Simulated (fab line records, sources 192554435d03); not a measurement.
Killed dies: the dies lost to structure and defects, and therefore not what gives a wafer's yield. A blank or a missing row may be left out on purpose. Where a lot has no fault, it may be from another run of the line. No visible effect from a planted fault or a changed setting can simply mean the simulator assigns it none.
fab line records + flow n5-finfet
[record]
- lots = 11
- wafers = 30
- last-day = 18
route steps=1938 shown BEOL_M6@1233 BEOL_M7@1264
lots that met no fault: taken from a fault-free run of the same line
start-h: hours from the record's first day to the start of the lot's first wafer shown + wait-h: time in hours since the lot's previous step + " the same as in the row above + L1.1+2: several wafers, shown together as one row + - either no value or no given start + * or withheld: withheld + < > ~ a bound
route shown NAME@n: names a module that has steps shown in the file, with the first one's number in the route + usual: average and standard deviation across the fault-free wafers + same: alike in all rows + chamber/n: place in a boat + sites: the reading at each site + _std_site: the values' standard deviation + _edge_site: mean of outer sites minus mean of inner sites + radius-mm: how far each site lies from the wafer's centre + mask NAME#n: copy n + behind: the tool/chamber that last shaped the wafer + hold: what put the lot on hold/how long, in hours/how the hold closed + device: the n, p or np transistor that did not switch + end of line: the tests these same wafers got at the end of their route + for a step that has no rows: nothing shown but its recipe + killed: dies that structure and defects cost at the first sort, which is not the same as the wafer's yield + map: a wafer's dies, marking killed ones x, the rest . and places with no die _
set.NAME: the setting the step ran with; set.NAME@STEP: the setting that earlier step ran with + model.NAME: the simulator's own value behind a step, which no gauge read
one table for each step of the route and one row for each wafer, over a sample of lots
services: the hour from which a tool's chamber was out of use, counted from the record's first day as start-h (under 0 if before that day), plus the number of hours and why
[[steps]]
[step N5_BEOL_M6_ETCH_66]
[recipe]
- chemistry = N2/H2
- target = SOC
- target-depth-a = 800
- overetch-a = 160
- mask-material = SiARC
- temp-c = 40
- time-s = 120
- ion-energy-ev = 200
- pressure-mtorr = 30
- source-w = 840
- bias-w = 150
- n2-flow-sccm = 200
- h2-flow-sccm = 200
[usual]
- chamber-pressure-mTorr = 30.00/0.031
- drypump-motor-current-A = 5.8/0.42
- oes-product-au = 0.60/0.065
- rf-vpp-V = 523.9/1.6
- showerhead-plenum-p-Torr = 2.54/0.051
- throttle-valve-pct = 17.81/0.21
| lot.wafer | tool        | chamber | start-h | wait-h | chamber-pressure-mTorr | drypump-motor-current-A | oes-product-au | rf-hours-counter-h | rf-vpp-V | showerhead-plenum-p-Torr | throttle-valve-pct |
|-----------|-------------|---------|---------|--------|------------------------|-------------------------|----------------|--------------------|----------|--------------------------|--------------------|
| L444.2    | rie-diel-01 | 3       | 198.15  | 0.0    | 29.98                  | 6.7                     | 0.54           | 239                | 526.0    | 2.59                     | 17.96              |
| L444.5    | "           | 3       | "       | "      | 30.03                  | 6.7                     | 0.54           | -                  | 525.8    | 2.59                     | 17.98              |
| L444.6    | "           | 2       | "       | "      | 30.05                  | 5.6                     | 0.59           | -                  | 520.9    | 2.46                     | 18.02              |
| L445.1    | rie-diel-04 | 1       | 204.32  | 0.0    | 29.99                  | 5.6                     | 0.61           | 98                 | 524.1    | 2.57                     | 17.99              |
| L445.2    | "           | 2       | "       | "      | 30.05                  | 6.0                     | 0.59           | 110                | 525.2    | 2.56                     | 17.55              |
| L445.4    | "           | 2       | "       | "      | 30.05                  | 6.0                     | 0.60           | -                  | 525.8    | 2.56                     | 17.58              |
| L447.3    | rie-diel-04 | 1       | 217.66  | 0.0    | 29.96                  | 5.5                     | 0.61           | 104                | 523.8    | 2.56                     | 18.00              |
| L447.4    | "           | 3       | "       | "      | 29.99                  | 5.6                     | 0.76           | 4                  | 524.5    | 2.59                     | 17.61              |
| L447.5    | "           | 0       | "       | "      | 29.98                  | 5.3                     | 0.54           | -                  | 523.2    | 2.52                     | 17.85              |
| L448.1    | rie-diel-04 | 3       | 218.06  | 0.0    | 30.02                  | 5.6                     | 0.75           | 4                  | 525.9    | 2.59                     | 17.63              |
| L448.3    | "           | 1       | "       | "      | 30.01                  | 5.5                     | 0.60           | 104                | 524.1    | 2.56                     | 17.99              |
| L448.4    | "           | 2       | "       | "      | 29.98                  | 6.0                     | 0.59           | 115                | 523.7    | 2.55                     | 17.58              |
| L450.1    | rie-diel-04 | 3       | 231.95  | 0.0    | 29.96                  | 5.6                     | 0.73           | 9                  | 525.5    | 2.59                     | 17.63              |
| L450.3    | "           | 0       | "       | "      | 30.00                  | 5.3                     | 0.53           | 222                | 523.3    | 2.52                     | 17.85              |
| L450.4    | "           | 2       | "       | "      | 29.99                  | 6.0                     | 0.58           | 120                | 523.9    | 2.55                     | 17.58              |
| L452.4    | rie-diel-04 | 0       | 253.23  | 0.0    | 30.03                  | 5.3                     | 0.53           | 229                | 522.1    | 2.52                     | 17.85              |
| L452.5    | "           | 3       | "       | "      | 30.00                  | 5.6                     | 0.73           | -                  | 525.7    | 2.58                     | 17.66              |
| L453.1    | rie-diel-02 | 1       | 253.34  | 0.0    | 29.93                  | 5.8                     | 0.58           | 176                | 523.7    | 2.51                     | 17.79              |
| L453.5    | "           | 1       | "       | "      | 30.01                  | 5.9                     | 0.58           | -                  | 523.6    | 2.51                     | 17.80              |
| L453.6    | "           | 2       | "       | "      | 30.04                  | 6.6                     | 0.56           | -                  | 526.2    | 2.63                     | 18.21              |
| L456.1    | rie-diel-01 | 3       | 274.16  | 0.0    | 30.04                  | 6.7                     | 0.76           | 1                  | 526.1    | 2.59                     | 17.56              |
| L456.5    | "           | 3       | "       | "      | 30.03                  | 6.7                     | 0.77           | -                  | 525.0    | 2.59                     | 17.57              |
| L456.6    | "           | 0       | "       | "      | 30.01                  | 5.9                     | 0.55           | -                  | 521.4    | 2.42                     | 17.86              |
| L457.1    | rie-diel-02 | 3       | 274.33  | 0.0    | 30.02                  | 5.2                     | 0.53           | 224                | 523.5    | 2.51                     | 17.65              |
| L457.2    | "           | 1       | "       | "      | 30.03                  | 5.8                     | 0.57           | 183                | 523.3    | 2.51                     | 17.83              |
| L457.5    | "           | 1       | "       | "      | 30.03                  | 5.8                     | 0.57           | -                  | 522.9    | 2.51                     | 17.83              |
| L465.1    | rie-diel-04 | 3       | 322.22  | 0.0    | 29.99                  | 5.6                     | 0.69           | 40                 | 524.1    | 2.57                     | 17.68              |
| L465.2    | "           | 1       | "       | "      | 30.04                  | 5.5                     | 0.58           | 145                | 522.9    | 2.55                     | 18.07              |
| L460.3    | rie-diel-01 | 2       | 341.31  | 0.0    | 29.98                  | 5.6                     | 0.57           | 165                | 522.2    | 2.44                     | 18.13              |
| L460.6    | "           | 2       | "       | "      | 30.03                  | 5.6                     | 0.56           | -                  | 520.0    | 2.44                     | 18.14              |
[step N5_BEOL_M6_DEGAS_44]
[recipe]
- ambient = vacuum
- temp-c = 250
- time-s = 60
[usual]
- heater-power-w = 323/36
| lot.wafer | tool           | chamber | start-h | wait-h | heater-power-w |
|-----------|----------------|---------|---------|--------|----------------|
| L444.2    | pvd-sputter-03 | -       | 199.16  | 0.4    | 266            |
| L444.5    | "              | -       | "       | "      | 338            |
| L444.6    | "              | -       | "       | "      | 330            |
| L445.1    | pvd-sputter-03 | -       | 205.72  | 0.6    | 334            |
| L445.2    | "              | -       | "       | "      | 330            |
| L445.4    | "              | -       | "       | "      | 280            |
| L447.3    | pvd-sputter-03 | -       | 218.71  | 0.3    | 274            |
| L447.4    | "              | -       | "       | "      | 307            |
| L447.5    | "              | -       | "       | "      | 335            |
| L448.1    | pvd-sputter-03 | -       | 218.99  | 0.3    | 333            |
| L448.3    | "              | -       | "       | "      | 331            |
| L448.4    | "              | -       | "       | "      | 275            |
| L450.1    | pvd-sputter-02 | -       | 232.93  | 0.4    | 412            |
| L450.3    | "              | -       | "       | "      | 311            |
| L450.4    | "              | -       | "       | "      | 308            |
| L452.4    | pvd-sputter-03 | -       | 254.21  | 0.2    | 328            |
| L452.5    | "              | -       | "       | "      | 306            |
| L453.1    | pvd-sputter-03 | -       | 254.47  | 0.5    | 279            |
| L453.5    | "              | -       | "       | "      | 324            |
| L453.6    | "              | -       | "       | "      | 335            |
| L456.1    | pvd-sputter-03 | -       | 275.32  | 0.5    | 330            |
| L456.5    | "              | -       | "       | "      | 304            |
| L456.6    | "              | -       | "       | "      | 343            |
| L457.1    | pvd-sputter-02 | -       | 276.14  | 1.1    | 311            |
| L457.2    | "              | -       | "       | "      | 301            |
| L457.5    | "              | -       | "       | "      | 301            |
| L465.1    | pvd-sputter-02 | -       | 323.24  | 0.4    | 302            |
| L465.2    | "              | -       | "       | "      | 302            |
| L460.3    | pvd-sputter-02 | -       | 342.47  | 0.3    | 414            |
| L460.6    | "              | -       | "       | "      | 300            |
[step N5_BEOL_M6_CMP_52]
[recipe]
- stop-on = SiCOH_lowk
- t-overpolish-s = 6.9
- down-force-psi = 1
- platen-rpm = 50
- clearing-platen-down-force-psi = 1.5
- clearing-platen-rpm = 50
- post-cmp-clean = cu-alkaline
- target-thk-nm = 80
- clearing-platen-pad-velocity-m-s = 0.99484
- pad-velocity-m-s = 0.99484
[usual]
- barrier-field-endpoint-s = 29.0/0.68
- head-pressure-psi = 0.9999/0.0024
- motor-current-A = 6.1/0.53
- overpolish-run-s = 6.901/0.0092
- slurry-filter-dp-kPa = 13.51/0.14
- slurry-flow-ml-min = 150.0/0.5
- time-to-endpoint-s = 62/3
| lot.wafer | tool   | chamber | start-h | wait-h | barrier-field-endpoint-s | head-pressure-psi | motor-current-A | overpolish-run-s | slurry-filter-dp-kPa | slurry-flow-ml-min | time-to-endpoint-s |
|-----------|--------|---------|---------|--------|--------------------------|-------------------|-----------------|------------------|----------------------|--------------------|--------------------|
| L444.2    | cmp-02 | 2       | 200.66  | 0.3    | 28.9                     | 0.9973            | 5.9             | 6.901            | 13.59                | 150.0              | 56                 |
| L444.5    | "      | 3       | "       | "      | 29.6                     | 0.9980            | 5.9             | 6.893            | 13.59                | 150.2              | 59                 |
| L444.6    | "      | 0       | "       | "      | 28.6                     | 1.0009            | 5.9             | 6.888            | 13.21                | 149.6              | 55                 |
| L445.4    | cmp-03 | 2       | 207.07  | 0.1    | 29.7                     | 1.0002            | 6.1             | 6.897            | 13.52                | 150.4              | 63                 |
| L445.2    | "      | 3       | "       | "      | 28.9                     | 0.9992            | 5.6             | 6.920            | 13.50                | 150.7              | 60                 |
| L445.1    | "      | 0       | "       | "      | 28.8                     | 0.9997            | 5.2             | 6.903            | 13.68                | 149.1              | 64                 |
| L447.4    | cmp-02 | 1       | 219.99  | 0.2    | 28.8                     | 1.0018            | 6.9             | 6.914            | 13.43                | 150.8              | 60                 |
| L447.3    | "      | 2       | "       | "      | 28.8                     | 1.0000            | 5.9             | 6.897            | 13.48                | 150.2              | 63                 |
| L447.5    | "      | 3       | "       | "      | 29.1                     | 0.9969            | 6.2             | 6.887            | 13.34                | 149.7              | 60                 |
| L448.4    | cmp-01 | 2       | 220.29  | 0.1    | 29.2                     | 1.0012            | 7.1             | 6.900            | 13.52                | 151.1              | 64                 |
| L448.1    | "      | 0       | "       | "      | 28.4                     | 0.9982            | 6.7             | 6.893            | 13.55                | 150.7              | 63                 |
| L448.3    | "      | 1       | "       | "      | 28.1                     | 1.0030            | 5.1             | 6.906            | 13.33                | 150.2              | 65                 |
| L450.1    | cmp-03 | 1       | 234.20  | 0.3    | 29.2                     | 0.9992            | 6.4             | 6.900            | 13.37                | 149.9              | 63                 |
| L450.4    | "      | 2       | "       | "      | 29.7                     | 0.9987            | 6.3             | 6.895            | 13.66                | 149.3              | 66                 |
| L450.3    | "      | 0       | "       | "      | 28.7                     | 0.9998            | 5.5             | 6.913            | 13.37                | 150.0              | 62                 |
| L452.4    | cmp-02 | 0       | 255.56  | 0.2    | 27.8                     | 1.0009            | 5.4             | 6.894            | 13.51                | 149.9              | 59                 |
| L452.5    | "      | 2       | "       | "      | 28.7                     | 1.0005            | 6.2             | 6.909            | 13.37                | 149.7              | 62                 |
| L453.1    | cmp-01 | 0       | 255.88  | 0.3    | 28.5                     | 1.0013            | 6.9             | 6.910            | 13.49                | 148.9              | 63                 |
| L453.6    | "      | 3       | "       | "      | 31.0                     | 0.9979            | 5.5             | 6.895            | 13.45                | 150.6              | 66                 |
| L453.5    | "      | 0       | "       | "      | 30.0                     | 1.0004            | 6.8             | 6.902            | 13.62                | 149.7              | 64                 |
| L456.1    | cmp-01 | 3       | 277.24  | 0.3    | 29.2                     | 0.9997            | 5.3             | 6.902            | 13.72                | 150.3              | 60                 |
| L456.5    | "      | 3       | "       | "      | 29.5                     | 1.0003            | 5.5             | 6.902            | 13.56                | 149.5              | 62                 |
| L456.6    | "      | 0       | "       | "      | 30.0                     | 0.9972            | 6.7             | 6.903            | 13.50                | 149.8              | 62                 |
| L457.2    | cmp-02 | 3       | 277.58  | 0.2    | 28.7                     | 1.0003            | 5.8             | 6.897            | 13.69                | 150.0              | 62                 |
| L457.1    | "      | 0       | "       | "      | 28.7                     | 0.9971            | 6.0             | 6.904            | 13.58                | 149.3              | 58                 |
| L457.5    | "      | 3       | "       | "      | 30.0                     | 0.9978            | 6.0             | 6.906            | 13.52                | 150.4              | 65                 |
| L465.1    | cmp-02 | 2       | 325.03  | 0.3    | 15.4                     | 0.9993            | 5.8             | 6.898            | 13.46                | 149.5              | 32                 |
| L465.2    | "      | 3       | "       | "      | 28.0                     | 1.0020            | 6.0             | 6.909            | 13.51                | 149.7              | 59                 |
| L460.3    | cmp-02 | 3       | 345.72  | 0.2    | 29.1                     | 1.0003            | 6.1             | 6.886            | 13.51                | 149.9              | 65                 |
| L460.6    | "      | 2       | "       | "      | 16.8                     | 1.0019            | 6.1             | 6.893            | 13.58                | 149.1              | 36                 |
[step N5_BEOL_M7_CURE_74]
[recipe]
- temp-c = 385
- time-s = 240
- ambient = He/Ar
- material = SiCOH_lowk
[usual]
- lamp-power-pct = 52.32/0.057
- wafer_temp_C_max = 386.5/0.49
| lot.wafer | tool       | chamber | start-h | wait-h | lamp-power-pct | wafer_temp_C_max |
|-----------|------------|---------|---------|--------|----------------|------------------|
| L444.2    | uv-cure-02 | 0       | 201.19  | 0.1    | 52.19          | 387.0            |
| L444.5    | "          | 0       | "       | "      | 52.31          | 386.0            |
| L444.6    | "          | 0       | "       | "      | 52.35          | 386.3            |
| L445.1    | uv-cure-03 | 2       | 207.63  | 0.0    | 52.44          | 386.6            |
| L445.2    | "          | 2       | "       | "      | 52.33          | 386.9            |
| L445.4    | "          | 2       | "       | "      | 52.32          | 386.5            |
| L447.3    | uv-cure-02 | 1       | 220.64  | 0.2    | 52.31          | 385.8            |
| L447.4    | "          | 1       | "       | "      | 52.25          | 386.4            |
| L447.5    | "          | 1       | "       | "      | 52.40          | 385.8            |
| L448.1    | uv-cure-02 | 1       | 220.96  | 0.2    | 52.43          | 386.1            |
| L448.3    | "          | 1       | "       | "      | 52.17          | 385.7            |
| L448.4    | "          | 1       | "       | "      | 52.28          | 386.0            |
| L450.1    | uv-cure-01 | 2       | 234.75  | 0.0    | 52.37          | 386.8            |
| L450.3    | "          | 2       | "       | "      | 52.34          | 386.5            |
| L450.4    | "          | 2       | "       | "      | 52.39          | 387.3            |
| L452.4    | uv-cure-02 | 2       | 256.28  | 0.3    | 52.35          | 386.3            |
| L452.5    | "          | 2       | "       | "      | 52.18          | 386.2            |
| L453.1    | uv-cure-01 | 0       | 256.48  | 0.0    | 52.27          | 387.4            |
| L453.5    | "          | 0       | "       | "      | 52.31          | 386.4            |
| L453.6    | "          | 0       | "       | "      | 52.37          | 386.8            |
| L456.1    | uv-cure-03 | 0       | 277.80  | 0.0    | 52.32          | 386.0            |
| L456.5    | "          | 0       | "       | "      | 52.18          | 386.2            |
| L456.6    | "          | 0       | "       | "      | 52.42          | 386.0            |
| L457.1    | uv-cure-02 | 0       | 278.11  | 0.0    | 52.30          | 386.7            |
| L457.2    | "          | 0       | "       | "      | 52.37          | 386.3            |
| L457.5    | "          | 0       | "       | "      | 52.30          | 386.6            |
| L465.1    | uv-cure-03 | 2       | 325.58  | 0.0    | 52.30          | 386.8            |
| L465.2    | "          | 2       | "       | "      | 52.39          | 386.2            |
| L460.3    | uv-cure-03 | 1       | 346.40  | 0.2    | 52.31          | 386.1            |
| L460.6    | "          | 1       | "       | "      | 52.33          | 386.6            |
[[services]]
| tool           | chamber | start-h | hours | kind   |
|----------------|---------|---------|-------|--------|
| rie-diel-02    | -       | 176.27  | 14.6  | pm     |
| cmp-03         | -       | 181.03  | 5.0   | pm     |
| cmp-01         | -       | 182.90  | 1.0   | repair |
| cmp-01         | -       | 190.13  | 0.5   | repair |
| uv-cure-03     | -       | 192.62  | 2.8   | pm     |
| rie-diel-04    | 0       | 192.97  | 14.7  | repair |
| pvd-sputter-02 | -       | 205.02  | 2.0   | repair |
| uv-cure-02     | -       | 210.46  | 2.8   | pm     |
| cmp-01         | -       | 215.26  | 4.0   | pm     |
| uv-cure-01     | -       | 220.47  | 1.0   | pm     |
| cmp-02         | -       | 231.34  | 4.0   | pm     |
| rie-diel-01    | 3       | 242.29  | 6.0   | repair |
| uv-cure-02     | -       | 252.87  | 0.4   | repair |
| rie-diel-01    | 1       | 269.22  | 5.2   | repair |
| cmp-03         | -       | 276.92  | 1.5   | repair |
| rie-diel-01    | -       | 280.26  | 14.6  | pm     |
| cmp-01         | -       | 281.67  | 3.9   | repair |
| uv-cure-02     | -       | 293.88  | 0.3   | repair |
| cmp-02         | -       | 312.55  | 0.3   | repair |
| rie-diel-01    | 1       | 315.35  | 8.1   | repair |
| rie-diel-02    | 1       | 318.16  | 4.5   | repair |
| rie-diel-02    | 3       | 322.29  | 6.9   | repair |
| uv-cure-01     | -       | 328.61  | 6.0   | pm     |
| uv-cure-01     | -       | 343.48  | 25.3  | repair |
[[key]]
[first-sign]
- step = N5_BEOL_M6_CMP_52
- reading = barrier-field-endpoint-s
- direction = down
- sigmas = 19
- usual = 29.0
- struck = 16.1
[effect]
- step = N5_BEOL_M6_CMP_52
- reading = time-to-endpoint-s
- direction = down
- sigmas = 9.1
- usual = *
- struck = *
met-at N5_BEOL_M6_CMP_52
struck-lots L460,L465
struck-wafers L460.6,L465.1
not-acting-at N5_BEOL_M6_ETCH_66,N5_BEOL_M6_DEGAS_44,N5_BEOL_M7_CURE_74
onset-between 277.58 325.03
[fault]
- kind = process-parameter-drift
- tool = cmp-02
- chamber = -
- onset-h = 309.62
- steps = N5_BEOL_M6_CMP_52
- channel = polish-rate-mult
- offset = 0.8
- shape = step
- end-h = 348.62
- scope = struck-wafers-only
